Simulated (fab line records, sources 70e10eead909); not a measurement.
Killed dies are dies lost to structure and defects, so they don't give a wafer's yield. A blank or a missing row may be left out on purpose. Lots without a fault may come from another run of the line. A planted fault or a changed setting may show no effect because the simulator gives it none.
Which tool did it? | flow nand_harc | 24 lots, 72 wafers sampled, at 5 steps of a route of 1159

WHAT THE GAUGES READ, wafer by wafer
NHARC_A_SGD_CUT_INSPECT_11.
lot  | measured     | on                | raw_defect_count
L074 | day 13 21:52 | defect_inspect-01 | 6 5 10
L075 | day 14 05:46 | defect_inspect-02 | 10 8 8
L076 | day 14 05:55 | defect_inspect-01 | 27 13 19
L078 | day 14 06:16 | defect_inspect-01 | 4 9 7
L077 | day 14 16:22 | defect_inspect-01 | 26 15 23
L079 | day 14 17:00 | defect_inspect-02 | 19 20 20
L082 | day 16 01:00 | defect_inspect-02 | 10 16 7
L080 | day 16 00:45 | defect_inspect-02 | 32 23 31
L081 | day 16 01:31 | defect_inspect-02 | 29 24 26
L083 | day 16 12:59 | defect_inspect-01 | 23 32 27
L084 | day 16 11:14 | defect_inspect-02 | 9 9 4
L085 | day 16 12:13 | defect_inspect-01 | 34 31 28
L087 | day 16 21:25 | defect_inspect-02 | 27 26 30
L086 | day 16 21:42 | defect_inspect-01 | 10 7 8
L088 | day 17 03:05 | defect_inspect-01 | 8 7 5
L090 | day 17 02:47 | defect_inspect-02 | 41 38 48
L089 | day 18 00:16 | defect_inspect-02 | 22 33 36
L091 | day 18 06:41 | defect_inspect-02 | 10 17 5
L092 | day 18 06:32 | defect_inspect-01 | 8 10 7
L094 | day 18 06:05 | defect_inspect-01 | 10 17 13
L093 | day 19 04:02 | defect_inspect-02 | 35 38 40
L095 | day 19 22:09 | defect_inspect-02 | 7 14 17
L097 | day 19 22:20 | defect_inspect-02 | 7 11 14
L096 | day 19 21:58 | defect_inspect-01 | 13 15 16

NHARC_A_SLIT_CD_MEAS_21.
lot  | measured     | on        | cd_nm (nm)
L074 | day 14 14:06 | cd_sem-02 | 289.6 289.7 290.2
L075 | day 14 21:22 | cd_sem-01 | 289.5 290.2 290.1
L076 | day 14 21:31 | cd_sem-02 | 290.3 289.9 289.3
L078 | day 14 23:04 | cd_sem-01 | 290.3 289.2 290.4
L077 | day 15 10:08 | cd_sem-03 | 291.1 290.3 289.5
L079 | day 15 09:16 | cd_sem-02 | 289.6 288.1 288.2
L082 | day 16 16:32 | cd_sem-02 | 288.5 287.9 289.1
L080 | day 16 16:27 | cd_sem-03 | 290.2 290.6 291.6
L081 | day 16 18:07 | cd_sem-03 | 289.9 288.6 288.5
L083 | day 17 07:31 | cd_sem-02 | 291.7 288.9 290.1
L084 | day 17 05:51 | cd_sem-03 | 290.4 288.2 290.9
L085 | day 17 04:10 | cd_sem-01 | 289.4 289.6 290.3
L087 | day 17 13:41 | cd_sem-01 | 290.1 289.4 288.5
L086 | day 17 12:00 | cd_sem-02 | 289.6 290.4 290.4
L088 | day 17 17:37 | cd_sem-01 | 291.1 288.5 289.7
L090 | day 17 17:22 | cd_sem-03 | 289.8 289.7 290.3
L089 | day 18 15:04 | cd_sem-02 | 288.8 291.0 290.4
L091 | day 18 21:21 | cd_sem-03 | 289.4 290.9 288.4
L092 | day 18 21:45 | cd_sem-02 | 292.0 289.5 289.3
L094 | day 18 20:04 | cd_sem-02 | 289.5 291.0 288.7
L093 | day 19 18:02 | cd_sem-01 | 290.9 290.3 291.8
L095 | day 20 12:33 | cd_sem-03 | 289.7 290.8 290.2
L097 | day 20 14:14 | cd_sem-02 | 289.5 290.7 289.3
L096 | day 20 12:44 | cd_sem-02 | 289.3 290.7 289.1

WHICH TOOL RAN EACH LOT (tool, then ch and the chambers of the sampled wafers, then the start)
lot  | NHARC_A_STAIRCASE_DESCUM_291       | NHARC_A_STAIRCASE_DEP_301       | NHARC_A_STAIRCASE_DEP_417
L074 | rie_diel-13 ch 0,2,3, day 11 11:20 | pecvd-01 ch 0,2, day 11 17:51   | pecvd-01 ch 0,1, day 11 23:13
L075 | rie_diel-08 ch 0,1,2, day 11 21:19 | pecvd-03 ch 0,1,2, day 12 02:16 | pecvd-03 ch 0,1,2, day 12 07:34
L076 | rie_diel-05 ch 0,2,3, day 11 23:05 | pecvd-03 ch 0,2, day 12 03:17   | pecvd-04 ch 0,1, day 12 08:31
L078 | rie_diel-08 ch 1,2,3, day 12 05:38 | pecvd-04 ch 0,1,2, day 12 09:49 | pecvd-03 ch 0,1,2, day 12 15:09
L077 | rie_diel-13 ch 2,3, day 12 07:14   | pecvd-04 ch 0,1, day 12 12:16   | pecvd-01 ch 0,1, day 12 19:04
L079 | rie_diel-08 ch 0,3, day 12 13:44   | pecvd-03 ch 1,2, day 12 18:05   | pecvd-04 ch 0,1, day 12 23:52
L082 | rie_diel-08 ch 1,2,3, day 13 13:29 | pecvd-03 ch 1,2, day 14 00:24   | pecvd-04 ch 0,1,2, day 14 05:37
L080 | rie_diel-05 ch 0,1,3, day 13 14:38 | pecvd-01 ch 0,1,2, day 14 00:54 | pecvd-03 ch 0,1,2, day 14 06:01
L081 | rie_diel-13 ch 1,3, day 13 17:23   | pecvd-04 ch 0,1, day 14 02:42   | pecvd-03 ch 1,2, day 14 09:17
L083 | rie_diel-05 ch 1,2,3, day 13 22:16 | pecvd-03 ch 0,1,2, day 14 05:20 | pecvd-03 ch 0,2, day 14 12:22
L084 | rie_diel-13 ch 0,1,3, day 14 03:12 | pecvd-03 ch 0,1,2, day 14 07:29 | pecvd-01 ch 0,1, day 14 15:10
L085 | rie_diel-08 ch 1,2,3, day 14 05:20 | pecvd-04 ch 0,1,2, day 14 09:42 | pecvd-04 ch 0,1,2, day 14 16:37
L087 | rie_diel-08 ch 1,3, day 14 19:56   | pecvd-01 ch 0,1, day 15 00:26   | pecvd-01 ch 0,1, day 15 05:53
L086 | rie_diel-13 ch 0,1,2, day 14 20:05 | pecvd-03 ch 1,2, day 15 00:13   | pecvd-03 ch 0,2, day 15 05:33
L088 | rie_diel-13 ch 0,2,3, day 14 23:29 | pecvd-01 ch 0,1,2, day 15 03:37 | pecvd-04 ch 0,1, day 15 09:10
L090 | rie_diel-05 ch 0,1, day 15 02:44   | pecvd-03 ch 0,1, day 15 06:50   | pecvd-01 ch 1,2, day 15 12:02
L089 | rie_diel-08 ch 0,2, day 15 15:57   | pecvd-04 ch 0,1,2, day 15 21:04 | pecvd-01 ch 0,1,2, day 16 02:30
L091 | rie_diel-08 ch 0,3, day 15 18:23   | pecvd-01 ch 1,2, day 16 00:04   | pecvd-01 ch 0,1, day 16 07:22
L092 | rie_diel-13 ch 1,2, day 15 23:41   | pecvd-03 ch 1,2, day 16 06:08   | pecvd-01 ch 0,1,2, day 16 11:34
L094 | rie_diel-08 ch 0,1,3, day 16 06:31 | pecvd-03 ch 0,1,2, day 16 10:56 | pecvd-01 ch 0,1,2, day 16 16:26
L093 | rie_diel-08 ch 0,1,2, day 16 10:04 | pecvd-03 ch 0,1, day 16 16:38   | pecvd-01 ch 1,2, day 16 21:47
L095 | rie_diel-05 ch 1,2,3, day 17 02:55 | pecvd-03 ch 1,2, day 17 09:43   | pecvd-01 ch 0,1,2, day 17 14:52
L097 | rie_diel-05 ch 0,1,2, day 17 06:07 | pecvd-03 ch 0,2, day 17 11:17   | pecvd-01 ch 0,1,2, day 17 19:47
L096 | rie_diel-08 ch 0,3, day 17 07:59   | pecvd-03 ch 0,2, day 17 12:11   | pecvd-04 ch 0,1, day 17 19:27
- NHARC_A_STAIRCASE_DESCUM_291: chemistry O2, time 3 s.
- NHARC_A_STAIRCASE_DEP_301: deposits SiON, target thk 30 nm.
- NHARC_A_STAIRCASE_DEP_417: deposits Si3N4, target thk 60 nm.

WHAT THE TOOLS THEMSELVES READ (means of the sampled wafers that have a number; where no wafer has one, the mark that the record gives instead)
NHARC_A_STAIRCASE_DESCUM_291.
lot  | tool        | chamber_pressure_mTorr (mTorr) | drypump_motor_current_A (A) | oes_product_au (a.u.) | rf_vpp_V (V) | showerhead_plenum_p_Torr (Torr) | throttle_valve_pct (%)
L074 | rie_diel-13 | 60.02                          | 5.8                         | 0.993                 | 58.0         | 1.92                            | 11.313
L075 | rie_diel-08 | 60.01                          | 5.5                         | 1.006                 | 58.2         | 1.82                            | 11.320
L076 | rie_diel-05 | 60.00                          | 5.7                         | 0.994                 | 58.0         | 1.85                            | 11.318
L078 | rie_diel-08 | 59.98                          | 5.4                         | 1.005                 | 57.0         | 1.80                            | 11.302
L077 | rie_diel-13 | 59.98                          | 5.4                         | 0.984                 | 58.2         | 1.94                            | 11.312
L079 | rie_diel-08 | 60.01                          | 5.3                         | 1.015                 | 57.7         | 1.80                            | 11.309
L082 | rie_diel-08 | 60.01                          | 5.4                         | 1.005                 | 58.6         | 1.79                            | 11.303
L080 | rie_diel-05 | 59.99                          | 5.9                         | 0.998                 | 57.4         | 1.90                            | 11.317
L081 | rie_diel-13 | 60.04                          | 6.0                         | 0.993                 | 57.5         | 1.92                            | 11.315
L083 | rie_diel-05 | 59.99                          | 6.1                         | 1.006                 | 58.1         | 1.91                            | 11.319
L084 | rie_diel-13 | 60.04                          | 6.1                         | 1.001                 | 59.1         | 1.91                            | 11.308
L085 | rie_diel-08 | 59.99                          | 5.4                         | 1.007                 | 58.0         | 1.79                            | 11.311
L087 | rie_diel-08 | 59.99                          | 5.5                         | 1.014                 | 57.6         | 1.78                            | 11.317
L086 | rie_diel-13 | 59.97                          | 5.7                         | 0.996                 | 57.2         | 1.85                            | 11.309
L088 | rie_diel-13 | 60.00                          | 5.8                         | 0.998                 | 57.5         | 1.91                            | 11.306
L090 | rie_diel-05 | 59.96                          | 5.8                         | 0.991                 | 57.8         | 1.89                            | 11.309
L089 | rie_diel-08 | 59.99                          | 5.1                         | 0.984                 | 57.9         | 1.81                            | 11.310
L091 | rie_diel-08 | 60.07                          | 5.4                         | 0.998                 | 57.8         | 1.80                            | 11.309
L092 | rie_diel-13 | 59.99                          | 5.3                         | 0.980                 | 57.7         | 1.87                            | 11.314
L094 | rie_diel-08 | 59.96                          | 5.6                         | 1.000                 | 57.7         | 1.79                            | 11.311
L093 | rie_diel-08 | 60.02                          | 5.5                         | 0.997                 | 57.2         | 1.81                            | 11.306
L095 | rie_diel-05 | 59.99                          | 6.1                         | 1.011                 | 57.9         | 1.90                            | 11.312
L097 | rie_diel-05 | 59.96                          | 6.0                         | 1.007                 | 57.4         | 1.89                            | 11.305
L096 | rie_diel-08 | 60.00                          | 5.4                         | 1.006                 | 57.9         | 1.80                            | 11.315

NHARC_A_STAIRCASE_DEP_301.
lot  | tool     | heater_power_w (W)
L074 | pecvd-01 | 725
L075 | pecvd-03 | 690
L076 | pecvd-03 | 896
L078 | pecvd-04 | 781
L077 | pecvd-04 | 842
L079 | pecvd-03 | 788
L082 | pecvd-03 | 858
L080 | pecvd-01 | 662
L081 | pecvd-04 | 875
L083 | pecvd-03 | 782
L084 | pecvd-03 | 749
L085 | pecvd-04 | 781
L087 | pecvd-01 | 772
L086 | pecvd-03 | 822
L088 | pecvd-01 | 685
L090 | pecvd-03 | 676
L089 | pecvd-04 | 777
L091 | pecvd-01 | 703
L092 | pecvd-03 | 816
L094 | pecvd-03 | 739
L093 | pecvd-03 | 694
L095 | pecvd-03 | 817
L097 | pecvd-03 | 853
L096 | pecvd-03 | 802

NHARC_A_STAIRCASE_DEP_417.
lot  | tool     | heater_power_w (W)
L074 | pecvd-01 | 655
L075 | pecvd-03 | 734
L076 | pecvd-04 | 802
L078 | pecvd-03 | 713
L077 | pecvd-01 | 655
L079 | pecvd-04 | 834
L082 | pecvd-04 | 753
L080 | pecvd-03 | 656
L081 | pecvd-03 | 718
L083 | pecvd-03 | 856
L084 | pecvd-01 | 732
L085 | pecvd-04 | 803
L087 | pecvd-01 | 716
L086 | pecvd-03 | 721
L088 | pecvd-04 | 811
L090 | pecvd-01 | 660
L089 | pecvd-01 | 705
L091 | pecvd-01 | 700
L092 | pecvd-01 | 693
L094 | pecvd-01 | 703
L093 | pecvd-01 | 640
L095 | pecvd-01 | 650
L097 | pecvd-01 | 714
L096 | pecvd-04 | 781

THE ANSWER, worked out from the rows above alone
Rule: what is usual is taken from the lots themselves. Put in order of their means at a reading, lots are off if they are a third of the lots or fewer, leave a main group of 4 or more, and stand apart from it by a gap of 3 or more times the standard deviation of the main group's means; of several such gaps the widest counts. A main group whose means are all the same, to the digits that the tables above print for the reading, isn't used. A lot without any number at a reading at which 4 lots or more have one is off too. The other lots that the step has rows for count as sound. The gauges are gone through in route order, then the tools' own readings, and for those a lot's mean is taken as printed above. The first step at which some lot is off is used, and at that step the reading that is off furthest; a lot without a number counts as furthest.
No lot is off at any reading shown: from this, nothing can be told.

WHAT THE SIMULATOR HAD PUT IN
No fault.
